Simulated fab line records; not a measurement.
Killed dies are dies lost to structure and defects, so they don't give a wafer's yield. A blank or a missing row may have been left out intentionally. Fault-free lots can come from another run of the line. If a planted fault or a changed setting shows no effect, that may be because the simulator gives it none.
Split-lot study    flow n5 finfet    route with 1938 steps; 7 lots, 39 wafers read

## SPLIT DETAILS
At N5_BEOL_M11_VIA_ETCH_34 (etches SiCOH lowk in C4F6/O2, target depth 184.5 nm, time 69.2 s), the setting time s was moved away from the recipe's 69.2 s on 9 of the 39 wafers read, by -58.1% to -42.6%. The other wafers ran this setting at the recipe's value.

The split's own step is where the reading is taken.

## THE READING
SOC_of_BEOL_M11_COAT_63.thk nm (the simulator's own value, which no gauge read), in nm, at N5_BEOL_M11_VIA_ETCH_34 (etches SiCOH lowk in C4F6/O2, target depth 184.5 nm, time 69.2 s). The file does not state a usual value for it. Here, 30 wafers ran the recipe; their average is 92.2 nm with a standard deviation of 0.27 nm.

wafer   tool, chamber at the split  time s as run, s  against the recipe  SOC_of_BEOL_M11_COAT_63.thk nm, nm  against lot-mates on the recipe
L080.1  rie diel-05, 1              69.2              recipe              92                                  -
L080.2  rie diel-05, 3              30.03             -56.6%              96.2                                +4.3
L080.3  rie diel-05, 2              30.03             -56.6%              96.6                                +4.7
L080.4  rie diel-05, 0              30.03             -56.6%              96.4                                +4.5
L080.5  rie diel-05, 0              69.2              recipe              92                                  -
L080.6  rie diel-05, 3              69.2              recipe              91.6                                -
L081.1  rie diel-05, 3              69.2              recipe              92.4                                -
L081.2  rie diel-05, 1              69.2              recipe              92.6                                -
L081.3  rie diel-05, 2              69.2              recipe              92.8                                -
L081.4  rie diel-05, 0              69.2              recipe              92.2                                -
L081.5  rie diel-05, 3              69.2              recipe              92.2                                -
L081.6  rie diel-05, 2              69.2              recipe              92.4                                -
L083.1  rie diel-04, 3              69.2              recipe              91.8                                -
L083.2  rie diel-04, 2              69.2              recipe              92.4                                -
L083.3  rie diel-04, 0              69.2              recipe              92.4                                -
L083.4  rie diel-04, 1              69.2              recipe              92                                  -
L083.5  rie diel-04, 2              69.2              recipe              92.2                                -
L083.6  rie diel-04, 3              69.2              recipe              92.2                                -
L086.2  rie diel-05, 0              69.2              recipe              92                                  -
L086.3  rie diel-05, 3              69.2              recipe              92                                  -
L086.5  rie diel-05, 0              69.2              recipe              91.8                                -
L091.1  rie diel-04, 1              69.2              recipe              92.4                                -
L091.2  rie diel-04, 2              28.98             -58.1%              96.8                                +4.7
L091.3  rie diel-04, 3              69.2              recipe              91.8                                -
L091.4  rie diel-04, 0              28.98             -58.1%              97                                  +4.9
L091.5  rie diel-04, 0              28.98             -58.1%              96.8                                +4.7
L091.6  rie diel-04, 3              69.2              recipe              92                                  -
L089.1  rie diel-01, 3              39.69             -42.6%              95.2                                +3.3
L089.2  rie diel-01, 1              69.2              recipe              92                                  -
L089.3  rie diel-01, 2              69.2              recipe              92                                  -
L089.4  rie diel-01, 0              69.2              recipe              91.8                                -
L089.5  rie diel-01, 1              39.69             -42.6%              95.6                                +3.7
L089.6  rie diel-01, 2              39.69             -42.6%              95.4                                +3.5
L096.1  rie diel-01, 0              69.2              recipe              92.4                                -
L096.2  rie diel-01, 1              69.2              recipe              92.4                                -
L096.3  rie diel-01, 3              69.2              recipe              92                                  -
L096.4  rie diel-01, 2              69.2              recipe              92.4                                -
L096.5  rie diel-01, 0              69.2              recipe              92.4                                -
L096.6  rie diel-01, 3              69.2              recipe              92.2                                -

FIT RESULTS
A straight line over all 39 wafers: SOC_of_BEOL_M11_COAT_63.thk nm changes by -0.0776 nm for each +1% of time s; r = -0.99; the points scatter about the line by 0.26 nm.
The same after taking each lot's own level away (the mean of its wafers on the recipe; 39 wafers): -0.0814 nm for each +1%; r = -1.00; scatter 0.18 nm.
That fit puts the effect of the largest move of time s on the reading at 4.7 nm.
Across the lots, their own levels run from 91.87 to 92.43 nm, a range of 2.1 times the standard deviation given above.
The two slopes are in agreement: the lot-to-lot level therefore moves the slope only a little.
Check: for one of the wafers moved furthest among these (-58.1%), held out of the fit, the line's prediction against its lot-mates is +4.73 nm. It came out at +4.73 nm against them.

## THESE WAFERS: OTHER SPLITS
These wafers also went through other splits before the reading. Each is held against what the fit with the lots' levels taken away leaves over:
other split on the same wafers            wafers away from the commonest value  r with SOC_of_BEOL_M11_COAT_63.thk nm (lot level and that fit taken away)
N5_ZERO_LAYER_PECVD_02 time s             15                                    -0.03
N5_SD_EPI_N_ETCH_45 target depth a        12                                    +0.03
N5_MOL_CONTACT_COAG_ETCHBACK_135 time s   18                                    +0.16
N5_BEOL_M0_SAQP_PECVD_96 time s           18                                    -0.23
N5_BEOL_M3_TRENCH_ETCH_37 target depth a  15                                    +0.11
N5_BEOL_M5_DEP_56 time s                  12                                    -0.14
N5_BEOL_M7_DEP_56 time s                  15                                    +0.25

## THE WHOLE CHAIN: every reading that the file lists as answering this split, in the file's order
step                     what it does                                                      reading                                                                          change (the file's fit)                 r (the file's)
N5_BEOL_M11_VIA_ETCH_34  etches SiCOH lowk in C4F6/O2, target depth 184.5 nm, time 69.2 s  etch.depth nm (the simulator's own value, which no gauge read)                   +1.84 nm for each +1% of the setting    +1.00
N5_BEOL_M11_VIA_ETCH_34  etches SiCOH lowk in C4F6/O2, target depth 184.5 nm, time 69.2 s  SOC_of_BEOL_M11_COAT_63.thk nm (the simulator's own value, which no gauge read)  -0.0814 nm for each +1% of the setting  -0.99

## THE FILE'S OWN FIT
SOC_of_BEOL_M11_COAT_63.thk nm changes by -0.0814 nm for each +1% of time s, r = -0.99.
